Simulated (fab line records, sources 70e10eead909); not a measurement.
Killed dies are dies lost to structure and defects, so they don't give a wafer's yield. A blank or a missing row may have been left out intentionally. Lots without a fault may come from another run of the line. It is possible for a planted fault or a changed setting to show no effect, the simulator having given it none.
Matching of chambers / flow nand_harc / NHARC_A_CHANNEL_HOLE_D1_DEP_01 on pecvd-04 has 3 sister chambers
The step deposits SiON, target thk 140 nm. 16 wafers are shown with their chamber, then 8 later ones without.

## WAFERS WITH THEIR CHAMBER
wafer=L076.1; chamber=2; heater_power_w (W)=756; chamber_pressure_Torr (Torr)=3.507
wafer=L076.3; chamber=0; heater_power_w (W)=631; chamber_pressure_Torr (Torr)=3.498
wafer=L076.4; chamber=0; heater_power_w (W)=630; chamber_pressure_Torr (Torr)=3.508
wafer=L077.1; chamber=2; heater_power_w (W)=647; chamber_pressure_Torr (Torr)=3.507
wafer=L077.4; chamber=0; heater_power_w (W)=613; chamber_pressure_Torr (Torr)=3.516
wafer=L077.5; chamber=2; heater_power_w (W)=652; chamber_pressure_Torr (Torr)=3.507
wafer=L079.2; chamber=1; heater_power_w (W)=601; chamber_pressure_Torr (Torr)=3.494
wafer=L079.5; chamber=1; heater_power_w (W)=597; chamber_pressure_Torr (Torr)=3.488
wafer=L079.6; chamber=2; heater_power_w (W)=638; chamber_pressure_Torr (Torr)=3.488
wafer=L086.4; chamber=0; heater_power_w (W)=655; chamber_pressure_Torr (Torr)=3.496
wafer=L086.5; chamber=1; heater_power_w (W)=574; chamber_pressure_Torr (Torr)=3.497
wafer=L086.6; chamber=2; heater_power_w (W)=696; chamber_pressure_Torr (Torr)=3.501
wafer=L088.1; chamber=2; heater_power_w (W)=825; chamber_pressure_Torr (Torr)=3.502
wafer=L088.3; chamber=1; heater_power_w (W)=517; chamber_pressure_Torr (Torr)=3.517
wafer=L088.6; chamber=0; heater_power_w (W)=536; chamber_pressure_Torr (Torr)=3.501
wafer=L094.1; chamber=2; heater_power_w (W)=813; chamber_pressure_Torr (Torr)=3.500

SIGNATURES (means of the wafers above)
reading=heater_power_w; chamber 0=613.00; chamber 1=572.25; chamber 2=718.14; scatter within a chamber=62.6
reading=chamber_pressure_Torr; chamber 0=3.50380; chamber 1=3.49900; chamber 2=3.50171; scatter within a chamber=0.00885
Rule: distance of a wafer from a chamber = root of the sum over the readings of ((wafer's reading minus chamber's mean) / reading's scatter) squared. If the next closest chamber is less than 2 further off than the closest, the wafer can't be placed; otherwise it belongs to the closest. The scatter: take each reading less its chamber's mean, square it, sum over the shown wafers, divide by the number of wafers less the number of chambers, and take the root.

## WAFERS MISSING THEIR CHAMBER
wafer=L094.3; heater_power_w (W)=613; chamber_pressure_Torr (Torr)=3.491
wafer=L094.4; heater_power_w (W)=809; chamber_pressure_Torr (Torr)=3.503
wafer=L095.1; heater_power_w (W)=619; chamber_pressure_Torr (Torr)=3.503
wafer=L095.4; heater_power_w (W)=784; chamber_pressure_Torr (Torr)=3.495
wafer=L095.5; heater_power_w (W)=556; chamber_pressure_Torr (Torr)=3.492
wafer=L097.2; heater_power_w (W)=576; chamber_pressure_Torr (Torr)=3.489
wafer=L097.4; heater_power_w (W)=737; chamber_pressure_Torr (Torr)=3.505
wafer=L097.5; heater_power_w (W)=589; chamber_pressure_Torr (Torr)=3.498

## WHICH CHAMBER EACH ONE RAN IN
wafer=L094.3; from the rows above=can't be placed: 1 or 0 or 2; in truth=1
wafer=L094.4; from the rows above=can't be placed: 2 or 0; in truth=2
wafer=L095.1; from the rows above=can't be placed: 0 or 1 or 2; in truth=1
wafer=L095.4; from the rows above=can't be placed: 2 or 0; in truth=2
wafer=L095.5; from the rows above=can't be placed: 1 or 0 or 2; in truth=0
wafer=L097.2; from the rows above=can't be placed: 1 or 0 or 2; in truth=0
wafer=L097.4; from the rows above=can't be placed: 2 or 0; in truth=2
wafer=L097.5; from the rows above=can't be placed: 1 or 0 or 2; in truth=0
0 of 8 placed correctly. Not placeable from these rows: 8 (in 8, the candidates include the true chamber). Number placed wrongly: 0.
